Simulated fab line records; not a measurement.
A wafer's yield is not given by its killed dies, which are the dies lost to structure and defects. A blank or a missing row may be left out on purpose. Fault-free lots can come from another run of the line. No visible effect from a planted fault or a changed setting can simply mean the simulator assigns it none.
fab line records | flow n5-finfet
record lots=24 wafers=72 last-day=18
route steps=1938 shown BEOL_M11@1570 BEOL_M12@1650 BEOL_M13@1669
lots untouched by any fault: they come from a run of this same line in which no faults occurred
start-h: hours from the record's first day to the start of the lot's first wafer shown | wait-h: time in hours since the lot's previous step | " unchanged from the row above | L1.1+2: a single row standing in for several wafers | - value missing, or start not given | * or withheld: withheld | < > ~ a bound
route shown NAME@n: NAME is a module with steps in the file, n the number in the route of the first one | usual: mean/standard deviation of fault-free wafers | same: alike in all rows | chamber/n: place in a boat | sites: the reading at each site | _std_site: the standard deviation of these | _edge_site: mean of outer sites minus mean of inner sites | radius-mm: how far each site lies from the wafer's centre | mask NAME#n: copy n | behind: the most recent tool/chamber to have shaped the wafer | hold: what put the lot on hold/how long, in hours/how the hold closed | device: transistor that didn't switch, given as n, p or np | end of line: the tests these same wafers got at the end of their route | a step with no rows: only its recipe | killed: at the first sort, the dies lost to defects and structure; wafer yield is something else | map: dies across one wafer; x = killed, . = not, _ = none there
set.NAME: setting as actually run; set.NAME@STEP: the setting as run at that earlier step | model.NAME: the simulator's own value behind a step, which no gauge read
the route's steps for a sample of lots (tables are steps, rows are wafers)
services: from which hour (start-h, from the record's first day; less than 0 if before it) a tool's chamber was out of use, for how many hours, and why
## steps
# step N5_BEOL_M11_INSPECT_30
# recipe mode=adi inspect-instrument=brightfield
# usual raw-defect-count=375/78
# columns lot.wafer tool chamber start-h wait-h raw-defect-count
L074.4 defect-inspect-01 - 231.93 0.0 387
L074.5 " - " " 336
L074.6 " - " " 304
L075.2 defect-inspect-02 - 239.23 0.0 356
L075.4 " - " " 364
L075.6 " - " " 322
L077.1 defect-inspect-01 - 243.51 0.0 585
L077.2 " - " " 317
L077.5 " - " " 283
L076.2 defect-inspect-01 - 245.66 0.0 333
L076.3 " - " " 362
L076.5 " - " " 475
L079.3 defect-inspect-01 - 275.57 0.0 409
L079.4 " - " " 491
L079.5 " - " " 301
L078.2 defect-inspect-02 - 276.96 0.0 376
L078.5 " - " " 421
L078.6 " - " " 326
L082.1 defect-inspect-01 - 280.89 0.0 227
L082.3 " - " " 309
L082.5 " - " " 455
L080.2 defect-inspect-02 - 283.40 0.0 391
L080.5 " - " " 527
L080.6 " - " " 388
L081.2 defect-inspect-01 - 287.09 0.0 439
L081.4 " - " " 347
L081.5 " - " " 344
L085.1 defect-inspect-02 - 298.62 0.0 561
L085.2 " - " " 637
L085.6 " - " " 457
L083.1 defect-inspect-02 - 301.55 0.0 391
L083.3 " - " " 466
L083.4 " - " " 264
L087.3 defect-inspect-02 - 307.53 0.0 312
L087.4 " - " " 474
L087.5 " - " " 330
L086.3 defect-inspect-02 - 309.80 0.0 367
L086.4 " - " " 468
L086.5 " - " " 455
L084.2 defect-inspect-02 - 312.80 0.0 383
L084.4 " - " " 295
L084.6 " - " " 463
L088.2 defect-inspect-02 - 317.80 0.0 326
L088.4 " - " " 497
L088.5 " - " " 322
L089.2 defect-inspect-01 - 322.02 0.0 447
L089.3 " - " " 365
L089.5 " - " " 362
L090.3 defect-inspect-01 - 340.83 0.0 242
L090.4 " - " " 231
L090.5 " - " " 346
L092.1 defect-inspect-01 - 349.47 0.0 385
L092.2 " - " " 345
L092.3 " - " " 222
L091.1 defect-inspect-01 - 349.64 0.0 251
L091.2 " - " " 331
L091.3 " - " " 321
L093.2 defect-inspect-01 - 355.82 0.0 325
L093.3 " - " " 389
L093.4 " - " " 443
L094.1 defect-inspect-02 - 367.80 0.0 437
L094.5 " - " " 484
L094.6 " - " " 438
L097.2 defect-inspect-01 - 377.08 0.0 350
L097.4 " - " " 378
L097.5 " - " " 307
L095.2 defect-inspect-02 - 380.36 0.0 372
L095.3 " - " " 567
L095.4 " - " " 421
L096.1 defect-inspect-01 - 380.53 0.0 393
L096.2 " - " " 316
L096.4 " - " " 253
# step N5_BEOL_M11_RS_MEAS_57
# recipe thk-meas-gauge=four-point-probe reads=Cu_of_BEOL_M11_ECD_50+Co_of_BEOL_M11_CVD_75+TaN_of_BEOL_M11_ALD_74
# usual M11_RS=0.151/0.004
# columns lot.wafer tool chamber start-h wait-h M11_RS[ohm/sq]
L074.4 film-metro-01 - 234.93 0.0 0.152
L074.5 " - " " 0.150
L074.6 " - " " 0.152
L075.2 film-metro-01 - 243.32 0.0 0.155
L075.4 " - " " 0.155
L075.6 " - " " 0.154
L077.1 film-metro-02 - 246.86 0.0 0.157
L077.2 " - " " 0.152
L077.5 " - " " 0.151
L076.2 film-metro-01 - 250.46 0.0 0.158
L076.3 " - " " 0.152
L076.5 " - " " 0.157
L079.3 film-metro-01 - 279.30 0.0 0.153
L079.4 " - " " 0.159
L079.5 " - " " 0.151
L078.2 film-metro-02 - 279.67 0.0 0.151
L078.5 " - " " 0.151
L078.6 " - " " 0.151
L082.1 film-metro-01 - 285.00 0.0 0.156
L082.3 " - " " 0.151
L082.5 " - " " 0.153
L080.2 film-metro-02 - 286.21 0.0 0.152
L080.5 " - " " 0.155
L080.6 " - " " 0.149
L081.2 film-metro-02 - 292.82 0.0 0.152
L081.4 " - " " 0.151
L081.5 " - " " 0.149
L085.1 film-metro-02 - 303.34 0.0 0.145
L085.2 " - " " 0.158
L085.6 " - " " 0.147
L083.1 film-metro-02 - 306.37 0.0 0.154
L083.3 " - " " 0.146
L083.4 " - " " 0.144
L087.3 film-metro-01 - 311.43 0.0 0.156
L087.4 " - " " 0.150
L087.5 " - " " 0.152
L086.3 film-metro-02 - 314.82 0.0 0.151
L086.4 " - " " 0.146
L086.5 " - " " 0.155
L084.2 film-metro-02 - 316.11 0.0 0.151
L084.4 " - " " 0.153
L084.6 " - " " 0.151
L088.2 film-metro-02 - 321.02 0.1 0.151
L088.4 " - " " 0.148
L088.5 " - " " 0.147
L089.2 film-metro-01 - 325.29 0.0 0.155
L089.3 " - " " 0.150
L089.5 " - " " 0.148
L090.3 film-metro-02 - 345.99 0.0 0.142
L090.4 " - " " 0.147
L090.5 " - " " 0.140
L091.1 film-metro-02 - 352.96 0.0 0.143
L091.2 " - " " 0.146
L091.3 " - " " 0.149
L092.1 film-metro-01 - 353.26 0.1 0.151
L092.2 " - " " 0.148
L092.3 " - " " 0.150
L093.2 film-metro-02 - 361.12 0.0 0.156
L093.3 " - " " 0.151
L093.4 " - " " 0.152
L094.1 film-metro-01 - 372.00 0.0 0.151
L094.5 " - " " 0.150
L094.6 " - " " 0.149
L097.2 film-metro-01 - 380.48 0.0 0.154
L097.4 " - " " 0.154
L097.5 " - " " 0.152
L095.2 film-metro-02 - 383.84 0.0 0.146
L095.3 " - " " 0.153
L095.4 " - " " 0.146
L096.1 film-metro-01 - 384.16 0.0 0.152
L096.2 " - " " 0.158
L096.4 " - " " 0.152
# step N5_BEOL_M12_SPUTTER_45
# recipe material=Cu target-thk-a=800 temp-c=-20 bias-v=60 power-w=26000 chamber-pressure-pa=0.13 time-s=13.33
# usual chuck-gas-flow-sccm=1.26/0.05 throttle-valve-pct=29.6/1.2
# columns lot.wafer tool chamber start-h wait-h chuck-gas-flow-sccm throttle-valve-pct
L074.4 pvd-sputter-02 - 239.21 0.0 1.37 31.1
L074.5 " - " " 1.30 31.0
L074.6 " - " " 1.28 28.2
L075.2 pvd-sputter-01 - 246.71 0.0 1.23 28.3
L075.4 " - " " 1.22 28.3
L075.6 " - " " 1.22 28.2
L077.1 pvd-sputter-02 - 250.57 0.0 1.24 31.2
L077.2 " - " " 1.35 29.0
L077.5 " - " " 1.32 29.3
L076.2 pvd-sputter-01 - 259.20 0.0 1.32 31.2
L076.3 " - " " 1.29 28.0
L076.5 " - " " 1.25 28.4
L079.3 pvd-sputter-02 - 282.01 0.0 1.24 31.3
L079.4 " - " " 1.25 30.7
L079.5 " - " " 1.31 29.1
L078.2 pvd-sputter-01 - 284.76 0.0 1.22 29.7
L078.5 " - " " 1.20 28.4
L078.6 " - " " 1.21 30.9
L082.1 pvd-sputter-01 - 288.07 0.0 1.20 31.0
L082.3 " - " " 1.24 28.5
L082.5 " - " " 1.26 28.3
L080.2 pvd-sputter-03 - 293.20 0.0 1.29 30.8
L080.5 " - " " 1.36 30.7
L080.6 " - " " 1.28 30.2
L081.2 pvd-sputter-01 - 299.92 0.0 1.24 30.8
L081.4 " - " " 1.25 28.3
L081.5 " - " " 1.24 30.9
L085.1 pvd-sputter-02 - 308.41 0.0 1.27 28.4
L085.2 " - " " 1.27 29.3
L085.6 " - " " 1.25 29.2
L083.1 pvd-sputter-03 - 310.81 0.0 1.33 28.1
L083.3 " - " " 1.18 30.3
L083.4 " - " " 1.22 30.7
L087.3 pvd-sputter-01 - 315.80 0.0 1.26 29.6
L087.4 " - " " 1.23 28.2
L087.5 " - " " 1.27 28.5
L086.3 pvd-sputter-01 - 319.00 0.0 1.26 28.4
L086.4 " - " " 1.18 28.2
L086.5 " - " " 1.26 28.5
L084.2 pvd-sputter-01 - 319.52 0.0 1.15 31.0
L084.4 " - " " 1.28 28.4
L084.6 " - " " 1.25 28.6
L088.2 pvd-sputter-01 - 325.97 0.0 1.24 28.3
L088.4 " - " " 1.27 29.7
L088.5 " - " " 1.26 31.0
L089.2 pvd-sputter-03 - 329.84 0.0 1.26 29.9
L089.3 " - " " 1.26 28.1
L089.5 " - " " 1.33 28.2
L090.3 pvd-sputter-02 - 350.78 0.0 1.23 31.0
L090.4 " - " " 1.25 28.1
L090.5 " - " " 1.32 31.5
L091.1 pvd-sputter-02 - 356.22 0.0 1.16 30.9
L091.2 " - " " 1.27 29.1
L091.3 " - " " 1.41 31.4
L092.1 pvd-sputter-02 - 356.54 0.0 1.33 29.1
L092.2 " - " " 1.31 28.3
L092.3 " - " " 1.27 31.2
L093.2 pvd-sputter-01 - 365.92 0.0 1.20 28.3
L093.3 " - " " 1.23 30.9
L093.4 " - " " 1.27 28.4
L094.1 pvd-sputter-01 - 375.31 0.0 1.29 28.1
L094.5 " - " " 1.33 30.9
L094.6 " - " " 1.16 28.1
L097.2 pvd-sputter-01 - 383.80 0.0 1.23 28.3
L097.4 " - " " 1.28 29.6
L097.5 " - " " 1.27 31.2
L095.2 pvd-sputter-03 - 387.43 0.0 1.36 30.3
L095.3 " - " " 1.24 30.7
L095.4 " - " " 1.27 30.2
L096.1 pvd-sputter-01 - 390.36 0.0 1.24 28.0
L096.2 " - " " 1.32 28.5
L096.4 " - " " 1.27 31.1
# step N5_BEOL_M12_THK_MEAS_50
# recipe thk-meas-gauge=xrf reads=Cu_of_BEOL_M12_ECD_47
# usual M12_THK=323/5.9
# columns lot.wafer tool chamber start-h wait-h M12_THK[nm]
L074.4 film-metro-02 - 240.08 - 330
L074.5 " - " " 336
L074.6 " - " " 324
L075.2 film-metro-01 - 248.45 - 319
L075.4 " - " " 330
L075.6 " - " " 323
L077.1 film-metro-01 - 251.43 - 325
L077.2 " - " " 315
L077.5 " - " " 326
L076.2 film-metro-02 - 260.05 - 324
L076.3 " - " " 331
L076.5 " - " " 323
L079.3 film-metro-01 - 282.87 - 329
L079.4 " - " " 327
L079.5 " - " " 325
L078.2 film-metro-02 - 285.63 - 327
L078.5 " - " " 328
L078.6 " - " " 335
L082.1 film-metro-02 - 288.92 - 330
L082.3 " - " " 327
L082.5 " - " " 331
L080.2 film-metro-02 - 294.06 - 321
L080.5 " - " " 334
L080.6 " - " " 329
L081.2 film-metro-01 - 300.77 - 325
L081.4 " - " " 322
L081.5 " - " " 326
L085.1 film-metro-01 - 309.34 - 316
L085.2 " - " " 318
L085.6 " - " " 316
L083.1 film-metro-02 - 311.86 - 321
L083.3 " - " " 322
L083.4 " - " " 323
L087.3 film-metro-01 - 317.36 - 311
L087.4 " - " " 317
L087.5 " - " " 326
L086.3 film-metro-02 - 319.85 - 336
L086.4 " - " " 321
L086.5 " - " " 338
L084.2 film-metro-02 - 320.39 - 323
L084.4 " - " " 328
L084.6 " - " " 323
L088.2 film-metro-01 - 326.94 - 318
L088.4 " - " " 321
L088.5 " - " " 322
L089.2 film-metro-01 - 330.69 - 318
L089.3 " - " " 329
L089.5 " - " " 325
L090.3 film-metro-01 - 351.65 - 330
L090.4 " - " " 321
L090.5 " - " " 323
L091.1 film-metro-01 - 357.08 - 319
L091.2 " - " " 326
L091.3 " - " " 323
L092.1 film-metro-01 - 357.39 - 313
L092.2 " - " " 321
L092.3 " - " " 317
L093.2 film-metro-01 - 367.31 - 325
L093.3 " - " " 316
L093.4 " - " " 315
L094.1 film-metro-02 - 376.17 - 318
L094.5 " - " " 317
L094.6 " - " " 318
L097.2 film-metro-01 - 384.74 - 329
L097.4 " - " " 314
L097.5 " - " " 330
L095.2 film-metro-01 - 388.32 - 316
L095.3 " - " " 323
L095.4 " - " " 318
L096.1 film-metro-01 - 391.38 - 323
L096.2 " - " " 314
L096.4 " - " " 321
# step N5_BEOL_M13_CD_MEAS_10
# recipe target-cd-nm=190 landing-energy-ev=500 detector=se-inlens polarity=opening
# usual cd-nm=189.8/1.2
# columns lot.wafer tool chamber start-h wait-h cd-nm
L074.4 cd-sem-01 0 240.85 - 190.2
L074.5 " 0 " " 189.2
L074.6 " 0 " " 189.4
L075.2 cd-sem-02 0 249.10 - 189.9
L075.4 " 0 " " 190.5
L075.6 " 0 " " 190.1
L077.1 cd-sem-02 0 252.20 - 190.7
L077.2 " 0 " " 189.4
L077.5 " 0 " " 189.8
L076.2 cd-sem-03 0 260.82 - 188.5
L076.3 " 0 " " 188.8
L076.5 " 0 " " 188.4
L079.3 cd-sem-02 0 283.64 - 189.1
L079.4 " 0 " " 188.0
L079.5 " 0 " " 187.8
L078.2 cd-sem-01 0 286.40 - 187.7
L078.5 " 0 " " 188.0
L078.6 " 0 " " 188.7
L082.1 cd-sem-02 0 289.69 - 188.8
L082.3 " 0 " " 189.6
L082.5 " 0 " " 190.6
L080.2 cd-sem-02 0 294.82 - 188.4
L080.5 " 0 " " 188.6
L080.6 " 0 " " 189.9
L081.2 cd-sem-02 0 301.54 - 189.8
L081.4 " 0 " " 190.6
L081.5 " 0 " " 189.9
L085.1 cd-sem-02 0 310.11 - 189.3
L085.2 " 0 " " 188.8
L085.6 " 0 " " 188.2
L083.1 cd-sem-02 0 312.62 - 189.2
L083.3 " 0 " " 188.3
L083.4 " 0 " " 189.3
L087.3 cd-sem-03 0 318.01 - 190.1
L087.4 " 0 " " 190.4
L087.5 " 0 " " 188.8
L086.3 cd-sem-03 0 320.64 - 188.8
L086.4 " 0 " " 188.8
L086.5 " 0 " " 188.6
L084.2 cd-sem-03 0 321.21 - 190.5
L084.4 " 0 " " 190.8
L084.6 " 0 " " 191.6
L088.2 cd-sem-01 0 327.71 - 190.6
L088.4 " 0 " " 189.3
L088.5 " 0 " " 189.3
L089.2 cd-sem-01 0 331.52 - 190.7
L089.3 " 0 " " 189.3
L089.5 " 0 " " 191.3
L090.3 cd-sem-03 0 352.51 - 190.4
L090.4 " 0 " " 191.4
L090.5 " 0 " " 191.5
L091.1 cd-sem-01 0 357.75 - 191.7
L091.2 " 0 " " 190.9
L091.3 " 0 " " 191.1
L092.1 cd-sem-01 0 358.04 - 189.9
L092.2 " 0 " " 191.0
L092.3 " 0 " " 190.3
L093.2 cd-sem-03 0 368.08 - 189.5
L093.3 " 0 " " 191.1
L093.4 " 0 " " 189.3
L094.1 cd-sem-02 0 376.93 - 190.0
L094.5 " 0 " " 188.3
L094.6 " 0 " " 188.8
L097.2 cd-sem-01 0 385.38 - 190.3
L097.4 " 0 " " 190.1
L097.5 " 0 " " 190.8
L095.2 cd-sem-03 0 389.10 - 189.8
L095.3 " 0 " " 191.0
L095.4 " 0 " " 190.4
L096.1 cd-sem-01 0 392.20 - 191.1
L096.2 " 0 " " 189.6
L096.4 " 0 " " 190.8
# step N5_BEOL_M13_INSPECT_12
# recipe mode=adi inspect-instrument=macro
# usual raw-defect-count=2.0/1.3
# columns lot.wafer tool chamber start-h wait-h raw-defect-count
L074.4 defect-inspect-01 - 240.90 0.0 3
L074.5 " - " " 0
L074.6 " - " " 0
L075.2 defect-inspect-02 - 249.15 0.0 3
L075.4 " - " " 0
L075.6 " - " " 5
L077.1 defect-inspect-01 - 252.25 0.0 3
L077.2 " - " " 1
L077.5 " - " " 1
L076.2 defect-inspect-01 - 260.87 0.0 2
L076.3 " - " " 3
L076.5 " - " " 1
L079.3 defect-inspect-01 - 283.69 0.0 1
L079.4 " - " " 3
L079.5 " - " " 4
L078.2 defect-inspect-02 - 286.45 0.0 4
L078.5 " - " " 0
L078.6 " - " " 3
L082.1 defect-inspect-01 - 289.74 0.0 2
L082.3 " - " " 3
L082.5 " - " " 3
L080.2 defect-inspect-01 - 294.88 0.0 3
L080.5 " - " " 2
L080.6 " - " " 4
L081.2 defect-inspect-01 - 301.59 0.0 2
L081.4 " - " " 4
L081.5 " - " " 3
L085.1 defect-inspect-02 - 310.16 0.0 0
L085.2 " - " " 2
L085.6 " - " " 4
L083.1 defect-inspect-01 - 312.68 0.0 2
L083.3 " - " " 1
L083.4 " - " " 2
L087.3 defect-inspect-02 - 318.06 0.0 2
L087.4 " - " " 3
L087.5 " - " " 2
L086.3 defect-inspect-02 - 320.69 0.0 1
L086.4 " - " " 2
L086.5 " - " " 1
L084.2 defect-inspect-01 - 321.27 0.0 1
L084.4 " - " " 2
L084.6 " - " " 2
L088.2 defect-inspect-01 - 327.76 0.0 0
L088.4 " - " " 3
L088.5 " - " " 1
L089.2 defect-inspect-02 - 331.58 0.0 5
L089.3 " - " " 4
L089.5 " - " " 2
L090.3 defect-inspect-02 - 352.56 0.0 1
L090.4 " - " " 2
L090.5 " - " " 1
L091.1 defect-inspect-01 - 357.80 0.0 1
L091.2 " - " " 1
L091.3 " - " " 5
L092.1 defect-inspect-01 - 358.09 0.0 2
L092.2 " - " " 1
L092.3 " - " " 2
L093.2 defect-inspect-01 - 368.13 0.0 2
L093.3 " - " " 2
L093.4 " - " " 0
L094.1 defect-inspect-02 - 376.99 0.0 2
L094.5 " - " " 1
L094.6 " - " " 4
L097.2 defect-inspect-01 - 385.43 0.0 1
L097.4 " - " " 3
L097.5 " - " " 0
L095.2 defect-inspect-01 - 389.15 0.0 3
L095.3 " - " " 2
L095.4 " - " " 0
L096.1 defect-inspect-02 - 392.26 0.0 1
L096.2 " - " " 0
L096.4 " - " " 3
## services
# columns tool chamber start-h hours kind
pvd-sputter-02 - 288.76 8.9 repair
pvd-sputter-01 - 326.48 1.0 repair
pvd-sputter-01 - 367.91 3.0 repair
## key
fault none
